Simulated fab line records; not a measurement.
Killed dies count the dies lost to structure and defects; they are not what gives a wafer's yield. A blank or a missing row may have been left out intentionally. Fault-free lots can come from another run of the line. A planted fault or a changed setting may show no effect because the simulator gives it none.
Lot-split experiment / flow n5_finfet / on a route of 1938 steps: 7 lots, 39 wafers read

## ON THE SPLIT
At N5_DUMMY_GATE_EXPOSE_12 (exposes mask GATE, target cd 25 nm), the setting dose_mj was moved away from the recipe's 34 on 9 of the 39 wafers read, by -3.9% to +7.2%. All remaining wafers had this setting at the recipe value.

## FROM THE SPLIT TO THE READING: what the file shows between them, 2 steps
- N5_DUMMY_GATE_PEB_13: peb time 60 s
- N5_DUMMY_GATE_DEVELOP_14: develop time 30 s

## THE READING
At N5_DUMMY_GATE_CD_MEAS_15: cd_nm in nanometres, against a target cd of 25.8 nm. Typical for fault-free wafers on this fab line: 24.98 nm, with standard deviation 0.22 nm.

wafer=L074.1; tool, chamber at the split=euv_scanner-01, 0; dose_mj as run=34; against the recipe=recipe; cd_nm, nm=25.38; against lot-mates on the recipe=-
wafer=L074.2; tool, chamber at the split=euv_scanner-01, 0; dose_mj as run=34; against the recipe=recipe; cd_nm, nm=24.67; against lot-mates on the recipe=-
wafer=L074.3; tool, chamber at the split=euv_scanner-01, 0; dose_mj as run=34; against the recipe=recipe; cd_nm, nm=25.06; against lot-mates on the recipe=-
wafer=L074.4; tool, chamber at the split=euv_scanner-01, 0; dose_mj as run=34; against the recipe=recipe; cd_nm, nm=24.98; against lot-mates on the recipe=-
wafer=L074.5; tool, chamber at the split=euv_scanner-01, 0; dose_mj as run=34; against the recipe=recipe; cd_nm, nm=25.16; against lot-mates on the recipe=-
wafer=L074.6; tool, chamber at the split=euv_scanner-01, 0; dose_mj as run=34; against the recipe=recipe; cd_nm, nm=25.05; against lot-mates on the recipe=-
wafer=L080.1; tool, chamber at the split=euv_scanner-01, 0; dose_mj as run=34; against the recipe=recipe; cd_nm, nm=25.08; against lot-mates on the recipe=-
wafer=L080.2; tool, chamber at the split=euv_scanner-01, 0; dose_mj as run=34; against the recipe=recipe; cd_nm, nm=25.13; against lot-mates on the recipe=-
wafer=L080.3; tool, chamber at the split=euv_scanner-01, 0; dose_mj as run=34; against the recipe=recipe; cd_nm, nm=25.28; against lot-mates on the recipe=-
wafer=L080.4; tool, chamber at the split=euv_scanner-01, 0; dose_mj as run=34; against the recipe=recipe; cd_nm, nm=24.80; against lot-mates on the recipe=-
wafer=L080.5; tool, chamber at the split=euv_scanner-01, 0; dose_mj as run=34; against the recipe=recipe; cd_nm, nm=25.20; against lot-mates on the recipe=-
wafer=L080.6; tool, chamber at the split=euv_scanner-01, 0; dose_mj as run=34; against the recipe=recipe; cd_nm, nm=24.86; against lot-mates on the recipe=-
wafer=L083.1; tool, chamber at the split=euv_scanner-01, 0; dose_mj as run=34; against the recipe=recipe; cd_nm, nm=24.78; against lot-mates on the recipe=-
wafer=L083.2; tool, chamber at the split=euv_scanner-01, 0; dose_mj as run=34; against the recipe=recipe; cd_nm, nm=24.71; against lot-mates on the recipe=-
wafer=L083.3; tool, chamber at the split=euv_scanner-01, 0; dose_mj as run=32.69; against the recipe=-3.9%; cd_nm, nm=25.66; against lot-mates on the recipe=+0.76
wafer=L083.4; tool, chamber at the split=euv_scanner-01, 0; dose_mj as run=34; against the recipe=recipe; cd_nm, nm=25.21; against lot-mates on the recipe=-
wafer=L083.5; tool, chamber at the split=euv_scanner-01, 0; dose_mj as run=32.69; against the recipe=-3.9%; cd_nm, nm=25.82; against lot-mates on the recipe=+0.92
wafer=L083.6; tool, chamber at the split=euv_scanner-01, 0; dose_mj as run=32.69; against the recipe=-3.9%; cd_nm, nm=25.87; against lot-mates on the recipe=+0.97
wafer=L086.2; tool, chamber at the split=euv_scanner-02, 0; dose_mj as run=34; against the recipe=recipe; cd_nm, nm=24.65; against lot-mates on the recipe=-
wafer=L086.3; tool, chamber at the split=euv_scanner-02, 0; dose_mj as run=34; against the recipe=recipe; cd_nm, nm=24.74; against lot-mates on the recipe=-
wafer=L086.5; tool, chamber at the split=euv_scanner-02, 0; dose_mj as run=34; against the recipe=recipe; cd_nm, nm=24.77; against lot-mates on the recipe=-
wafer=L087.1; tool, chamber at the split=euv_scanner-02, 0; dose_mj as run=34; against the recipe=recipe; cd_nm, nm=24.76; against lot-mates on the recipe=-
wafer=L087.2; tool, chamber at the split=euv_scanner-02, 0; dose_mj as run=34; against the recipe=recipe; cd_nm, nm=25.17; against lot-mates on the recipe=-
wafer=L087.3; tool, chamber at the split=euv_scanner-02, 0; dose_mj as run=34; against the recipe=recipe; cd_nm, nm=24.91; against lot-mates on the recipe=-
wafer=L087.4; tool, chamber at the split=euv_scanner-02, 0; dose_mj as run=34; against the recipe=recipe; cd_nm, nm=25.13; against lot-mates on the recipe=-
wafer=L087.5; tool, chamber at the split=euv_scanner-02, 0; dose_mj as run=34; against the recipe=recipe; cd_nm, nm=24.97; against lot-mates on the recipe=-
wafer=L087.6; tool, chamber at the split=euv_scanner-02, 0; dose_mj as run=34; against the recipe=recipe; cd_nm, nm=24.99; against lot-mates on the recipe=-
wafer=L091.1; tool, chamber at the split=euv_scanner-02, 0; dose_mj as run=36.23; against the recipe=+6.6%; cd_nm, nm=23.82; against lot-mates on the recipe=-1.16
wafer=L091.2; tool, chamber at the split=euv_scanner-02, 0; dose_mj as run=34; against the recipe=recipe; cd_nm, nm=25.19; against lot-mates on the recipe=-
wafer=L091.3; tool, chamber at the split=euv_scanner-02, 0; dose_mj as run=36.23; against the recipe=+6.6%; cd_nm, nm=23.74; against lot-mates on the recipe=-1.24
wafer=L091.4; tool, chamber at the split=euv_scanner-02, 0; dose_mj as run=34; against the recipe=recipe; cd_nm, nm=24.79; against lot-mates on the recipe=-
wafer=L091.5; tool, chamber at the split=euv_scanner-02, 0; dose_mj as run=34; against the recipe=recipe; cd_nm, nm=24.97; against lot-mates on the recipe=-
wafer=L091.6; tool, chamber at the split=euv_scanner-02, 0; dose_mj as run=36.23; against the recipe=+6.6%; cd_nm, nm=23.77; against lot-mates on the recipe=-1.21
wafer=L092.1; tool, chamber at the split=euv_scanner-02, 0; dose_mj as run=36.46; against the recipe=+7.2%; cd_nm, nm=23.43; against lot-mates on the recipe=-1.48
wafer=L092.2; tool, chamber at the split=euv_scanner-02, 0; dose_mj as run=34; against the recipe=recipe; cd_nm, nm=24.68; against lot-mates on the recipe=-
wafer=L092.3; tool, chamber at the split=euv_scanner-02, 0; dose_mj as run=36.46; against the recipe=+7.2%; cd_nm, nm=23.78; against lot-mates on the recipe=-1.13
wafer=L092.4; tool, chamber at the split=euv_scanner-02, 0; dose_mj as run=34; against the recipe=recipe; cd_nm, nm=24.97; against lot-mates on the recipe=-
wafer=L092.5; tool, chamber at the split=euv_scanner-02, 0; dose_mj as run=34; against the recipe=recipe; cd_nm, nm=25.09; against lot-mates on the recipe=-
wafer=L092.6; tool, chamber at the split=euv_scanner-02, 0; dose_mj as run=36.46; against the recipe=+7.2%; cd_nm, nm=23.82; against lot-mates on the recipe=-1.09

FIT RESULTS
A straight line over all 39 wafers: cd_nm changes by -0.186 nm for each +1% of dose_mj; r = -0.94; the points scatter about the line by 0.19 nm.
The same after taking each lot's own level away (the mean of its wafers on the recipe; 39 wafers): -0.186 nm for each +1%; r = -0.95; scatter 0.17 nm.
The reading moves by 1.3 nm for the largest change in dose_mj, on that fit.
Across the lots, their own levels run from 24.720 to 25.058 nm, a range of 1.5 times the standard deviation given above.
So the lot-to-lot level changes the slope little: the two slopes agree.
Check: with one of the wafers moved furthest among these (+7.2%) left out of the fit, the line predicts -1.29 nm for it against its lot-mates. Against them it came out at -1.48 nm.

## THESE WAFERS: OTHER SPLITS
Before the reading, these wafers also passed through other splits. Each is held against what the fit with the lots' levels taken away leaves over:
other split on the same wafers=N5_PMOS_HMC_CHANNEL_EPI_EPI_20 temp_c; wafers away from the commonest value=15; r with cd_nm (lot level and that fit taken away)=-0.06

## FILE'S OWN FIT
cd_nm changes by -0.184 nm for each +1% of dose_mj, r = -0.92.
